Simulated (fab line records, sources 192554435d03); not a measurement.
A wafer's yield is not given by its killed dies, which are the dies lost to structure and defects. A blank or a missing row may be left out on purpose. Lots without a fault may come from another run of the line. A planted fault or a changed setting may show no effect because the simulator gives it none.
Matching of chambers    flow n5_finfet    N5_BEOL_M0_SAQP_PECVD_96 on pecvd-01 has 3 sister chambers
The step deposits a-Si from SiH4/He, target thk 45 nm, time 45.2 s. 14 wafers are shown with their chamber, then 7 later ones without.

== WAFERS WITH THEIR CHAMBER ==
wafer   chamber  heater_power_outer_w (W)  heater_power_w (W)  throttle_valve_pct (%)
L077.1  0        352                       580                 17.6
L077.4  0        350                       603                 17.7
L077.6  0        347                       583                 17.6
L083.2  2        521                       858                 18.5
L083.4  0        330                       557                 17.5
L083.6  2        515                       886                 18.4
L085.1  1        370                       676                 18.4
L085.2  2        484                       794                 18.4
L085.5  1        373                       656                 18.3
L087.1  0        339                       565                 17.4
L087.4  2        539                       863                 18.7
L087.5  1        370                       658                 18.4
L088.2  0        365                       601                 17.6
L088.4  1        386                       654                 18.2

SIGNATURES (means of the wafers above)
reading               chamber 0  chamber 1  chamber 2  scatter within a chamber
heater_power_outer_w  347.17     374.75     514.75     14.9
heater_power_w        581.50     661.00     850.25     24.7
throttle_valve_pct    17.567     18.325     18.500     0.113
Rule: a wafer lies at a distance from a chamber equal to the root of the sum of squares, over the readings, of (its reading less the chamber's mean, divided by the reading's scatter). The wafer belongs to the nearest chamber; if the next one is less than 2 further off, it can't be placed. The scatter: the root of (the sum of the squares of (reading less its chamber's mean) over the shown wafers, divided by (wafers less chambers)).

== WAFERS WITHOUT THEIR CHAMBER ==
wafer   heater_power_outer_w (W)  heater_power_w (W)  throttle_valve_pct (%)
L088.5  381                       666                 18.3
L091.1  418                       706                 18.4
L091.5  363                       601                 17.8
L091.6  418                       710                 18.1
L097.1  482                       821                 18.4
L097.5  482                       825                 18.5
L097.6  436                       719                 18.4

== WHICH CHAMBER EACH WENT THROUGH ==
wafer   from the rows above  in truth
L088.5  1                    1
L091.1  1                    1
L091.5  0                    0
L091.6  1                    1
L097.1  2                    2
L097.5  2                    2
L097.6  1                    1
Placed correctly: 7 of 7. Not placeable from these rows: 0. Wrongly placed: 0.
